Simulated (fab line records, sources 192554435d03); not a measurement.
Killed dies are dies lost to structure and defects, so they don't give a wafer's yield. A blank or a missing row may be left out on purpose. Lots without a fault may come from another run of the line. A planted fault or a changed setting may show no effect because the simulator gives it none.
fab line records | flow n5_finfet
record lots=7 wafers=21 last_day=18
route steps=1938 shown BEOL_M3@984 BEOL_M4@1111 PASSIVATION@1936
lots that met no fault: from a run of the same line without faults
start_h: hours from the record's first day to the start of the lot's first wafer shown | wait_h: hours since the lot's step before | " the same as in the row above | L1.1+2: a row that stands for several wafers | - no value, or no start given | * or withheld: withheld | < > ~ a bound
route shown NAME@n: a module of which the file shows steps, and the number in the route of the first | usual: mean/standard deviation of fault-free wafers | same: alike in all rows | chamber/n: place in a boat | sites: the reading at each site | _std_site: their standard deviation | _edge_site: outer sites' mean less inner sites' | radius_mm: how far each site lies from the wafer's centre | mask NAME#n: copy n | behind: the tool/chamber that last shaped the wafer | hold: why the lot was held/for how many hours/how that ended | device: the transistor (n, p or np) that didn't switch | end of line: the same wafers' tests at the end of the route | a step without rows: its recipe alone | killed: dies lost to structure and defects at the first sort, not the wafer's yield | map: a wafer's dies, x killed, . not, _ none there
set.NAME: the setting as run; set.NAME@STEP: as run at that earlier step | model.NAME: the simulator's own value behind a step, which no gauge read
lots at some steps of the route; a table a step, a row a wafer
services: from which hour (start_h, from the record's first day; less than 0 if before it) a tool's chamber was out of use, for how many hours, and why
## steps
# step N5_BEOL_M3_HM_STRIP_39
# recipe chemistry=peroxide_tin_strip material=TiN target_depth_a=250 temp_c=50 time_s=158
# step N5_BEOL_M3_SRD_40
# recipe time_s=30 temp_c=23 rinse_liquid=diw dry=ipa_marangoni
# step N5_BEOL_M3_PRECLEAN_42
# recipe chemistry=residue_remover time_s=60 temp_c=40
# step N5_BEOL_M3_SRD_43
# recipe time_s=30 temp_c=23 rinse_liquid=diw dry=ipa_marangoni
# step N5_BEOL_M3_CD_MEAS_35
# recipe target_cd_nm=18 target_cd_y_nm=21 polarity=opening
# usual cd_nm=18.1/0.32
# columns lot.wafer tool chamber start_h wait_h cd_nm
L235.1 cd_sem-01 - 193.56 0.0 18.2
L235.3 " - " " 18.1
L235.6 " - " " 18.2
L234.3 cd_sem-02 - 198.96 0.0 17.6
L234.5 " - " " 18.2
L234.6 " - " " 17.7
L237.3 cd_sem-02 - 202.00 0.0 17.7
L237.4 " - " " 17.9
L237.5 " - " " 17.7
L238.1 cd_sem-01 - 206.69 0.0 18.3
L238.2 " - " " 17.9
L238.4 " - " " 18.6
L246.1 cd_sem-02 - 265.41 0.0 17.9
L246.5 " - " " 18.3
L246.6 " - " " 18.4
L247.3 cd_sem-01 - 271.17 0.0 18.1
L247.5 " - " " 17.9
L247.6 " - " " 18.1
L251.2 cd_sem-01 - 300.67 0.0 18.4
L251.3 " - " " 18.4
L251.6 " - " " 18.1
# step N5_BEOL_M3_DEGAS_44
# recipe ambient=vacuum temp_c=250 time_s=60
# usual heater_power_w=333/26
# same time_s=60
# columns lot.wafer tool chamber start_h wait_h heater_power_w
L235.1 pvd_sputter-03 - 193.81 0.2 346
L235.3 " - " " 324
L235.6 " - " " 307
L234.3 pvd_sputter-02 - 199.33 0.4 309
L234.5 " - " " 362
L234.6 " - " " 319
L237.3 pvd_sputter-03 - 202.15 0.2 325
L237.4 " - " " 344
L237.5 " - " " 346
L238.1 pvd_sputter-01 - 206.73 0.0 340
L238.2 " - " " 322
L238.4 " - " " 308
L246.1 pvd_sputter-03 - 265.74 0.3 385
L246.5 " - " " 317
L246.6 " - " " 398
L247.3 pvd_sputter-02 - 271.57 0.4 304
L247.5 " - " " 357
L247.6 " - " " 299
L251.2 pvd_sputter-03 - 300.75 0.1 325
L251.3 " - " " 397
L251.6 " - " " 384
# step N5_BEOL_M3_PRE_CLEAN_45
# recipe gas=H2/He time_s=30 temp_c=250
# usual heater_power_w=333/25
# same time_s=30
# columns lot.wafer tool chamber start_h wait_h heater_power_w
L235.1 pvd_sputter-03 - 193.85 0.0 340
L235.3 " - " " 328
L235.6 " - " " 304
L234.3 pvd_sputter-02 - 199.37 0.0 308
L234.5 " - " " 355
L234.6 " - " " 309
L237.3 pvd_sputter-03 - 202.19 0.0 322
L237.4 " - " " 346
L237.5 " - " " 341
L238.1 pvd_sputter-01 - 206.77 0.0 325
L238.2 " - " " 324
L238.4 " - " " 321
L246.1 pvd_sputter-03 - 265.78 0.0 390
L246.5 " - " " 309
L246.6 " - " " 394
L247.3 pvd_sputter-02 - 271.61 0.0 312
L247.5 " - " " 348
L247.6 " - " " 308
L251.2 pvd_sputter-03 - 300.79 0.0 324
L251.3 " - " " 385
L251.6 " - " " 388
# step N5_BEOL_M3_ALD_84
# recipe material=TaN target_thk_a=* temp_c=275 ald_precursor_family=PDMAT ald_co_reactant=NH3 pressure_torr=3 carrier_flow_sccm=1500 pulse_time_s=2 purge_time_s=3 co_reactant_purge_time_s=2 co_reactant_pulse_time_s=3 ald_cycles=30 precursor_vessel_temp_c=75 precursor_vessel_pressure_torr=26.25 precursor_vessel_carrier_sccm=1000
# usual heater_power_w=418/37
# same co_reactant_purge_time_s=2
# columns lot.wafer tool chamber start_h wait_h heater_power_w
L235.1 ald_metal-01 2 193.91 0.0 431
L235.3 " 3 " " 393
L235.6 " 3 " " 390
L234.3 ald_metal-01 2 199.43 0.0 448
L234.5 " 1 " " 437
L234.6 " 0 " " 461
L237.3 ald_metal-02 2 202.26 0.0 389
L237.4 " 0 " " 370
L237.5 " 2 " " 386
L238.1 ald_metal-03 2 206.87 0.1 475
L238.2 " 3 " " 466
L238.4 " 1 " " 358
L246.1 ald_metal-03 0 265.84 0.0 415
L246.5 " 0 " " 407
L246.6 " 3 " " 468
L247.3 ald_metal-01 0 271.69 0.1 468
L247.5 " 2 " " 462
L247.6 " 1 " " 421
L251.2 ald_metal-03 0 300.85 0.0 410
L251.3 " 1 " " 354
L251.6 " 1 " " 359
# step N5_BEOL_M3_SURFACE_TREAT_85
# recipe gas=Ar time_s=* ion_energy_ev=* ion_current_ma_cm2=0.5 pressure_mtorr=* ar_flow_sccm=30
# step N5_BEOL_M3_CVD_47
# recipe material=Co target_thk_a=30 temp_c=withheld precursor=CCTBA/H2 pressure_torr=30 time_s=223.8
# step N5_BEOL_M3_SPUTTER_48
# recipe material=Cu target_thk_a=45 temp_c=-20 chamber_pressure_pa=0.07 power_w=withheld time_s=8.29
# usual chamber_pressure_pa=0.07001/0.00013 chuck_gas_flow_sccm=1.26/0.051 throttle_valve_pct=29.4/1.2
# same time_s=8.29
# columns lot.wafer tool chamber start_h wait_h chamber_pressure_pa chuck_gas_flow_sccm throttle_valve_pct
L235.1 pvd_sputter-03 - 194.35 0.1 0.07008 1.33 28.5
L235.3 " - " " 0.06996 1.30 28.7
L235.6 " - " " 0.06986 1.37 28.9
L234.3 pvd_sputter-03 - 199.99 0.2 0.06973 1.25 31.0
L234.5 " - " " 0.07002 1.22 28.6
L234.6 " - " " 0.0699 1.27 30.8
L237.3 pvd_sputter-03 - 202.72 0.1 0.06978 1.34 28.9
L237.4 " - " " 0.06973 1.18 30.7
L237.5 " - " " 0.07003 1.29 28.8
L238.1 pvd_sputter-02 - 207.49 0.2 0.06996 1.36 30.5
L238.2 " - " " 0.06975 1.16 31.2
L238.4 " - " " 0.06981 1.20 29.2
L246.1 pvd_sputter-03 - 267.84 1.3 0.07016 1.28 28.6
L246.5 " - " " 0.06999 1.24 28.9
L246.6 " - " " 0.06975 1.21 28.5
L247.3 pvd_sputter-01 - 272.61 0.2 0.06993 1.26 27.7
L247.5 " - " " 0.07008 1.26 27.6
L247.6 " - " " 0.0701 1.20 30.6
L251.2 pvd_sputter-02 - 301.37 0.1 0.0701 1.26 29.5
L251.3 " - " " 0.07031 1.31 30.3
L251.6 " - " " 0.07003 1.26 31.2
# step N5_BEOL_M3_ANNEAL_49
# recipe temp_c=400 time_s=240 ambient=vacuum
# step N5_BEOL_M3_SPUTTER_79
# recipe material=Cu target_thk_a=45 temp_c=-20 chamber_pressure_pa=0.07 power_w=withheld time_s=8.29
# usual chamber_pressure_pa=0.06999/0.00014 chuck_gas_flow_sccm=1.27/0.06 throttle_valve_pct=29.4/1.2 time_s=8.29/0
# columns lot.wafer tool chamber start_h wait_h chamber_pressure_pa chuck_gas_flow_sccm throttle_valve_pct time_s
L235.1 pvd_sputter-03 - 194.57 0.1 0.0701 1.35 28.4 8.29
L235.3 " - " " 0.06976 1.21 28.9 8.29
L235.6 " - " " 0.07019 1.26 28.5 8.29
L234.3 pvd_sputter-03 - 200.21 0.1 - - - -
L234.5 " - " " - - - -
L234.6 " - " " - - - -
L237.3 pvd_sputter-03 - 202.94 0.1 - - - -
L237.4 " - " " - - - -
L237.5 " - " " - - - -
L238.1 pvd_sputter-02 - 207.71 0.1 - - - -
L238.2 " - " " - - - -
L238.4 " - " " - - - -
L246.1 pvd_sputter-03 - 268.06 0.1 0.07008 1.29 28.8 8.29
L246.5 " - " " 0.06999 1.26 28.8 8.29
L246.6 " - " " 0.07 1.38 28.7 8.29
L247.3 pvd_sputter-01 - 272.83 0.1 0.06996 1.24 27.6 8.29
L247.5 " - " " 0.06999 1.26 27.7 8.29
L247.6 " - " " 0.07003 1.24 30.7 8.29
L251.2 pvd_sputter-02 - 301.59 0.1 0.06982 1.23 29.2 8.29
L251.3 " - " " 0.07005 1.32 30.4 8.29
L251.6 " - " " 0.07014 1.15 31.0 8.29
# step N5_BEOL_M3_ANNEAL_80
# recipe temp_c=400 time_s=240 ambient=vacuum
# usual heater_power_w=835/66
# same time_s=240
# columns lot.wafer tool chamber start_h wait_h heater_power_w
L235.1 pvd_sputter-03 - 194.65 0.0 808
L235.3 " - " " 871
L235.6 " - " " 755
L234.3 pvd_sputter-03 - 200.29 0.0 984
L234.5 " - " " 776
L234.6 " - " " 991
L237.3 pvd_sputter-03 - 203.02 0.0 783
L237.4 " - " " 975
L237.5 " - " " 744
L238.1 pvd_sputter-02 - 207.79 0.0 791
L238.2 " - " " 766
L238.4 " - " " 884
L246.1 pvd_sputter-03 - 268.14 0.0 818
L246.5 " - " " 770
L246.6 " - " " 812
L247.3 pvd_sputter-01 - 272.91 0.0 802
L247.5 " - " " 841
L247.6 " - " " 889
L251.2 pvd_sputter-02 - 301.67 0.0 878
L251.3 " - " " 762
L251.6 " - " " 756
# step N5_BEOL_M4_RC_MEAS_101
# usual DIBL_N=35.8/1.8 DIBL_P=35.9/2.2 IOFF_N=0.16/0.035 IOFF_P=0.21/0.04 ION_N=672/11 ION_P=461/7.4 SS_N=71.4/0.64 SS_P=73.2/0.67 VT_N=250/3.5 VT_P=-251/3.4
# columns lot.wafer tool chamber start_h wait_h DIBL_N[mV/V] DIBL_P[mV/V] IOFF_N[nA/um] IOFF_P[nA/um] ION_N[uA/um] ION_P[uA/um] SS_N[mV/dec] SS_P[mV/dec] VT_N[mV] VT_P[mV]
L235.1 prober-01 0 209.06 0.0 39.2 39.8 0.21 0.28 683 471 72.4 74.1 247 -248
L235.3 " 0 " " 35.0 34.5 0.13 0.18 677 461 71.0 72.1 253 -249
L235.6 " 0 " " 35.9 35.9 0.14 0.21 664 465 72.0 72.6 251 -253
L234.3 prober-01 0 217.14 0.3 34.8 36.6 0.13 0.18 655 452 70.9 73.0 254 -256
L234.5 " 0 " " 32.6 33.9 0.10 0.14 654 451 70.8 71.8 254 -256
L234.6 " 0 " " 35.3 36.1 0.14 0.17 665 454 71.4 72.6 252 -253
L237.3 prober-01 0 218.83 0.3 39.5 39.7 0.23 0.26 674 458 73.1 74.3 246 -246
L237.4 " 0 " " 37.6 38.1 0.19 0.24 679 464 71.7 74.0 248 -248
L237.5 " 0 " " 37.3 38.0 0.19 0.25 679 461 72.2 74.4 247 -246
L238.1 prober-01 0 222.11 0.0 36.0 35.8 0.15 0.21 666 450 71.8 73.4 250 -252
L238.2 " 0 " " 38.3 38.0 0.20 0.25 695 470 72.3 74.6 246 -251
L238.4 " 0 " " 36.2 35.0 0.16 0.20 680 464 71.4 74.0 252 -254
L246.1 prober-01 0 280.49 0.0 34.5 32.8 0.13 0.17 665 459 70.3 72.5 252 -252
L246.5 " 0 " " 35.9 35.6 0.17 0.21 687 471 71.5 72.8 244 -250
L246.6 " 0 " " 38.2 37.4 0.19 0.22 678 458 72.1 72.8 244 -251
L247.3 prober-01 0 285.21 0.3 39.3 38.7 0.25 0.29 697 464 72.4 73.8 243 -244
L247.5 " 0 " " 35.6 35.2 0.15 0.20 659 456 71.4 72.9 252 -248
L247.6 " 0 " " 35.6 35.3 0.15 0.21 674 461 71.3 73.5 248 -249
L251.2 prober-02 0 311.90 0.2 34.7 34.3 0.12 0.19 668 464 71.0 72.5 252 -254
L251.3 " 0 " " 34.1 33.1 0.11 0.17 656 458 71.3 72.1 254 -255
L251.6 " 0 " " 32.9 32.5 0.10 0.17 659 462 70.3 72.9 254 -253
# step N5_PASSIVATION_PROBE_49
# usual defect_limited_yield=91.0/1.5 killed_at_M0_to_M3=34/9.1 killed_at_M4_up=14/5.7 killed_at_contacts=13/5.7 killed_at_front_end=42/12 killed_at_other=4/3.4 killed_dies=106/17 killed_open=70/13 killed_short=34/7.5 sort_bin_5_function=5.2/0.94 sort_bin_6_memory=3.4/0.69 sort_n_pass=1074/17 sort_yield_pct=91.0/1.5
# same gross_dies=1180 killed_at_back_side=0 sort_bin_4_leakage[%]=0 sort_bin_8_speed[%]=0
# columns lot.wafer tool chamber start_h wait_h defect_limited_yield[%] killed_at_M0_to_M3 killed_at_M4_up killed_at_contacts killed_at_front_end killed_at_other killed_dies killed_open killed_short sort_bin_5_function[%] sort_bin_6_memory[%] sort_n_pass sort_yield_pct[%]
L235.1 prober-01 - 320.35 0.0 89.7 40 4 18 53 6 121 97 23 6.2 3.7 1059 89.7
L235.3 prober-01 - 320.45 0.1 91.7 37 13 13 30 5 98 65 32 4.7 3.1 1082 91.7
L235.6 prober-01 - 320.60 0.3 93.4 22 10 8 34 4 78 58 20 3.7 2.7 1102 93.4
L234.3 prober-01 - 322.99 0.1 91.0 32 14 15 41 4 106 65 33 5.3 3.4 1074 91.0
L234.5 prober-01 - 323.09 0.2 90.3 49 12 16 32 6 115 74 36 6.3 3.2 1065 90.3
L234.6 prober-01 - 323.14 0.3 90.4 40 11 12 46 4 113 62 41 5.4 4.0 1067 90.4
L237.3 prober-02 - 325.87 0.1 90.5 34 17 15 44 2 112 77 26 5.7 3.6 1068 90.5
L237.4 prober-02 - 325.92 0.2 88.0 44 9 5 81 3 142 101 35 6.0 5.6 1038 88.0
L237.5 prober-02 - 325.97 0.2 90.0 33 8 15 62 0 118 83 30 5.4 4.2 1062 90.0
L238.1 prober-02 - 333.54 0.0 92.7 34 15 8 23 6 86 50 28 4.2 2.5 1094 92.7
L238.2 prober-02 - 333.59 0.1 90.6 43 17 20 23 8 111 65 42 5.3 3.7 1069 90.6
L238.4 prober-02 - 333.69 0.2 92.3 33 16 10 28 4 91 64 22 4.7 2.9 1089 92.3
L246.1 prober-01 - 380.87 0.0 90.5 39 9 15 47 2 112 67 43 5.2 4.1 1068 90.5
L246.5 prober-01 - 381.07 0.2 89.7 32 25 23 37 4 121 88 32 5.5 4.2 1059 89.7
L246.6 prober-01 - 381.12 0.3 91.5 42 10 26 16 6 100 72 27 4.9 3.3 1080 91.5
L251.2 prober-01 - 421.86 0.1 91.8 34 13 14 33 3 97 72 23 5.1 2.9 1083 91.8
L251.3 prober-01 - 421.91 0.1 90.3 30 15 18 51 1 115 73 36 5.4 3.8 1065 90.3
L251.6 prober-01 - 422.06 0.3 92.2 35 15 15 27 0 92 65 21 4.8 2.6 1088 92.2
# killed by level:class
L235.1 STI_FIN_REVEAL:geometric_particle:open=20 MOL_CONTACT_COAG:geometric_particle:open=18 FIN_SAQP:geometric_particle:open=13 BEOL_M0_SAQP:geometric_particle:open=11 BEOL_M3:geometric_particle:open=10 BEOL_M0_SAQP:geometric_particle:short=6 BEOL_M0:geometric_particle:open=5 STARTING-WAFER:geometric_particle:open=5
L235.3 MOL_CONTACT_COAG:geometric_particle:open=12 BEOL_M2:geometric_particle:open=8 BEOL_M0_SAQP:geometric_particle:short=7 FIN_SAQP:geometric_particle:short=6 FIN_SAQP:geometric_particle:open=6 BEOL_M4:geometric_particle:open=6 BEOL_M3:geometric_particle:open=6 GATE_CUT:geometric_particle:short=5
L235.6 FIN_SAQP:geometric_particle:open=13 BEOL_M1:geometric_particle:open=6 DUMMY_GATE:geometric_particle:open=5 MOL_CONTACT_COAG:geometric_particle:open=5 BEOL_M0_SAQP:geometric_particle:short=5 BEOL_M4:geometric_particle:open=5 FIN_SAQP:geometric_particle:short=3 STI_FIN_REVEAL:geometric_particle:open=3
L234.3 MOL_CONTACT_COAG:geometric_particle:open=12 BEOL_M2:geometric_particle:open=11 STI_FIN_REVEAL:geometric_particle:open=9 BEOL_M4:geometric_particle:open=8 GATE_CUT:geometric_particle:short=7 BEOL_M3:interface_void_opened=7 BEOL_M1:geometric_particle:open=6 FIN_SAQP:geometric_particle:open=5
L234.5 MOL_CONTACT_COAG:geometric_particle:open=13 BEOL_M2:geometric_particle:open=12 BEOL_M1:geometric_particle:open=11 BEOL_M0_SAQP:geometric_particle:short=10 BEOL_M4:geometric_particle:open=9 STI_FIN_REVEAL:geometric_particle:open=6 GATE_CUT:geometric_particle:short=5 BEOL_M0_SAQP:geometric_particle:open=4
L234.6 BEOL_M2:geometric_particle:open=12 STI_FIN_REVEAL:geometric_particle:open=9 MOL_CONTACT_COAG:geometric_particle:open=9 GATE_CUT:geometric_particle:short=8 FIN_SAQP:geometric_particle:open=7 BEOL_M3:interface_void_opened=7 BEOL_M4:geometric_particle:open=6 BEOL_M1:geometric_particle:short=6
L237.3 STI_FIN_REVEAL:geometric_particle:open=22 BEOL_M3:geometric_particle:open=12 MOL_CONTACT_COAG:geometric_particle:open=10 BEOL_M3:interface_void_opened=9 BEOL_M4:geometric_particle:open=7 BEOL_M0_SAQP:geometric_particle:open=6 STI_FIN_REVEAL:geometric_particle:short=5 MOL_CONTACT_COAG:geometric_particle:short=5
L237.4 STI_FIN_REVEAL:geometric_particle:open=24 FIN_SAQP:geometric_particle:open=19 BEOL_M3:geometric_particle:open=19 FIN_SAQP:geometric_particle:short=10 STI_FIN_REVEAL:geometric_particle:short=6 BEOL_M0_SAQP:geometric_particle:open=5 DUMMY_GATE:geometric_particle:open=4 ILD0:geometric_particle:short=4
L237.5 STI_FIN_REVEAL:geometric_particle:open=19 FIN_SAQP:geometric_particle:open=13 MOL_CONTACT_COAG:geometric_particle:open=13 BEOL_M3:geometric_particle:open=10 GATE_CUT:geometric_particle:open=7 FIN_SAQP:geometric_particle:short=6 STARTING-WAFER:geometric_particle:short=6 BEOL_M4:geometric_particle:open=5
L238.1 BEOL_M4:geometric_particle:open=8 BEOL_M3:geometric_particle:open=8 MOL_CONTACT_COAG:geometric_particle:open=6 BEOL_M0_SAQP:geometric_particle:short=6 BEOL_M0_SAQP:geometric_particle:open=4 BEOL_M0:geometric_particle:open=4 BEOL_M1:geometric_particle:open=4 HKMG_FIN:area_etch=4
L238.2 MOL_CONTACT_COAG:geometric_particle:open=15 BEOL_M0_SAQP:geometric_particle:open=9 BEOL_M4:geometric_particle:open=9 BEOL_M0_SAQP:geometric_particle:short=8 MOL_CONTACT_COAG:geometric_particle:short=5 BEOL_M0:geometric_particle:open=5 BEOL_M3:geometric_particle:open=5 BEOL_M0:geometric_particle:short=4
L238.4 MOL_CONTACT_COAG:geometric_particle:open=9 DUMMY_GATE:geometric_particle:open=8 BEOL_M0_SAQP:geometric_particle:open=6 BEOL_M4:geometric_particle:open=6 FIN_SAQP:geometric_particle:short=5 BEOL_M0_SAQP:geometric_particle:short=5 BEOL_M2:geometric_particle:open=5 BEOL_M3:geometric_particle:open=5
L246.1 MOL_CONTACT_COAG:geometric_particle:open=13 FIN_SAQP:geometric_particle:open=10 BEOL_M0_SAQP:geometric_particle:short=9 BEOL_M3:geometric_particle:short=9 ILD0:geometric_particle:open=8 BEOL_M3:geometric_particle:open=8 FIN_SAQP:geometric_particle:short=7 ILD0:geometric_particle:short=6
L246.5 MOL_CONTACT_COAG:geometric_particle:open=18 BEOL_M4:geometric_particle:open=13 FIN_SAQP:geometric_particle:open=11 BEOL_M1:geometric_particle:open=11 BEOL_M3:geometric_particle:open=6 MOL_CONTACT_COAG:geometric_particle:short=5 BEOL_M0_SAQP:geometric_particle:short=5 BEOL_M0_SAQP:geometric_particle:open=5
L246.6 MOL_CONTACT_COAG:geometric_particle:open=22 BEOL_M1:geometric_particle:open=11 BEOL_M3:geometric_particle:open=8 BEOL_M1:geometric_particle:short=7 ILD0:geometric_particle:open=5 BEOL_M2:geometric_particle:open=5 MOL_CONTACT_COAG:geometric_particle:short=4 BEOL_M0_SAQP:geometric_particle:open=4
L251.2 BEOL_M2:geometric_particle:open=13 FIN_SAQP:geometric_particle:open=10 MOL_CONTACT_COAG:geometric_particle:open=10 FIN_SAQP:geometric_particle:short=7 BEOL_M1:geometric_particle:open=7 BEOL_M0_SAQP:geometric_particle:open=5 STI_FIN_REVEAL:geometric_particle:open=4 MOL_CONTACT_COAG:geometric_particle:short=4
L251.3 MOL_CONTACT_COAG:geometric_particle:open=16 BEOL_M2:geometric_particle:open=10 ILD0:geometric_particle:open=9 BEOL_M0_SAQP:geometric_particle:short=8 STI_FIN_REVEAL:geometric_particle:open=7 STI_FIN_REVEAL:geometric_particle:short=6 BEOL_M4:geometric_particle:open=6 BEOL_M0_SAQP:geometric_particle:open=5
L251.6 MOL_CONTACT_COAG:geometric_particle:open=12 BEOL_M3:geometric_particle:open=11 BEOL_M4:geometric_particle:open=9 BEOL_M2:geometric_particle:open=7 BEOL_M0_SAQP:geometric_particle:short=5 BEOL_M1:geometric_particle:open=5 FIN_SAQP:geometric_particle:open=4 HKMG_FIN:area_etch=4
## services
# columns tool chamber start_h hours kind
ald_metal-02 3 190.10 6.9 repair
ald_metal-02 - 208.27 0.6 repair
ald_metal-03 - 222.29 1.4 repair
ald_metal-02 - 233.97 0.9 repair
ald_metal-02 2 281.18 43.6 repair
## key
first_sign step=N5_BEOL_M3_SPUTTER_79 reading=tool_record direction=missing
effect none on later readings
met_at N5_BEOL_M3_SPUTTER_79
struck_wafers L234.3,L234.5,L234.6,L237.3,L237.4,L237.5,L238.1,L238.2,L238.4
onset_between 194.57 200.21
fault kind=skipped_step_whole tool=pvd_sputter-02,pvd_sputter-03 chamber=- onset_h=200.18 steps=N5_BEOL_M3_SPUTTER_79 scope=struck_lots_only
